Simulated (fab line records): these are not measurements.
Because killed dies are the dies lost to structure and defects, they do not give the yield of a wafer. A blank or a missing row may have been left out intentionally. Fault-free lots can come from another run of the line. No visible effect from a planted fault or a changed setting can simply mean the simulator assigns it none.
Comparing a struck lot with a sound one / flow n5-finfet / 16 out of 1938 route steps
Sound: wafers L912.1, L912.3, L912.4. Wafers struck: L926.2, L926.3, L926.6. Last of all comes the cause.
For every step that has rows: the tool of each side, followed by ch and its chambers, followed by its first start. Under that, the readings that differ: sound wafers / struck wafers / difference of the means / sigmas: that difference in standard deviations of wafers without a fault.
alike: same words and numbers on both sides, and readings whose means sit less than 2 such deviations apart. not compared: any withheld reading, any reading some wafer has no value for, any bound like >300 that may hide the same value, and any number with overlapping values for which the record gives no deviation.
The two part at a step that has a row with sigmas, a row that says differs or no value, or rows on one side only. Numbers that have no deviation but don't overlap get no sigmas and don't part them. A reading that every wafer of one side lacks parts them only if that side has two wafers or more.

first, 7 steps without rows for these wafers: N5_HKMG_FIN_COAT_42 (time 60 s, resist thk 35 nm); N5_HKMG_FIN_COAT_43 (resist thk 90 nm); N5_HKMG_FIN_EBR_45; N5_HKMG_FIN_SOFTBAKE_44 (time 60 s); N5_HKMG_FIN_EXPOSE_46 (exposes mask NDIPOLE); N5_HKMG_FIN_PEB_47 (peb time 60 s); N5_HKMG_FIN_DEVELOP_48 (develop time 30 s).
N5_HKMG_FIN_CD_MEAS_49 targets a cd of 202 nm.
  sound on cd-sem-01 ch 0, day 4 05:58; struck on cd-sem-01 ch 0, day 7 12:49
  alike: cd-nm
N5_HKMG_FIN_OVL_MEAS_50:
  sound on overlay-02 ch 0, day 4 05:59; struck on overlay-02 ch 0, day 7 12:50
  alike: NDIPOLE_OVL
N5_HKMG_FIN_INSPECT_61: inspects for defects (macro).
  sound: defect-inspect-02 at day 4 06:01; struck: defect-inspect-02 at day 7 12:52
  alike: raw-defect-count
N5_HKMG_FIN_DESCUM_53: chemistry O2, time 7.9 s.
  sound on rie-diel-01 ch 0,2,3, day 4 06:10; struck on rie-diel-04 ch 0,1,3, day 7 13:10
  alike: chamber-pressure-mTorr, drypump-motor-current-A, oes-product-au, rf-vpp-V, showerhead-plenum-p-Torr, throttle-valve-pct
  not compared: rf-hours-counter-h
N5_HKMG_FIN_ETCH_54: etches SiARC in CF4, target depth 45.5 nm, time 75.8 s.
  sound on rie-diel-01 ch 0,2,3, day 4 06:11; struck on rie-diel-04 ch 0,1,3, day 7 13:12
  alike: chamber-pressure-mTorr, drypump-motor-current-A, etch-rf-on-time-s, oes-product-au, rf-vpp-V, showerhead-plenum-p-Torr, throttle-valve-pct
  not compared: rf-hours-counter-h
N5_HKMG_FIN_ETCH_55: etches SOC in N2/H2, target depth 240 nm, time 300 s.
  sound on rie-diel-01 ch 0,2,3, day 4 06:15; struck on rie-diel-04 ch 0,1,3, day 7 13:15
reading=h2-flow-sccm (sccm); sound=200.1 199.6 199.3; struck=221.1 220.1 220.6; difference=+20.9; sigmas=+32
  alike: chamber-pressure-mTorr, drypump-motor-current-A, oes-product-au, rf-vpp-V, showerhead-plenum-p-Torr, throttle-valve-pct
  not compared: rf-hours-counter-h
then, 1 step without rows for these wafers: N5_HKMG_FIN_STRIP_56 (strips in N2/H2).
-- record jumps: 4 days separate the struck wafers' starts on either side; left off in module HKMG_FIN, taken up again in module BEOL_M4, whose first shown step is the route's number 1111 --
N5_BEOL_M4_RC_MEAS_101:
  sound on prober-02 ch 0, day 8 06:53; struck on prober-01 ch 0, day 11 22:25
  alike: DIBL_N, DIBL_P, IOFF_N, IOFF_P, ION_N, ION_P, SS_N, SS_P, VT_N, VT_P
-- record jumps: 5 days separate the struck wafers' starts on either side; left off in module BEOL_M4, taken up again in module PASSIVATION, whose first shown step is the route's number 1936 --
N5_PASSIVATION_PROBE_49:
  the record has rows for the struck wafers here (prober-02, day 17 00:38) and none for the sound ones

WHERE THEY PART
At N5_HKMG_FIN_ETCH_55 first; at N5_PASSIVATION_PROBE_49 last (within this record only).

WHY: what the simulator had put in
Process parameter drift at N5_HKMG_FIN_ETCH_55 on rie-diel-04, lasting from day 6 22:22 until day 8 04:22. A move of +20 in setting h2-flow-sccm, from 200. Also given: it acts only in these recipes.
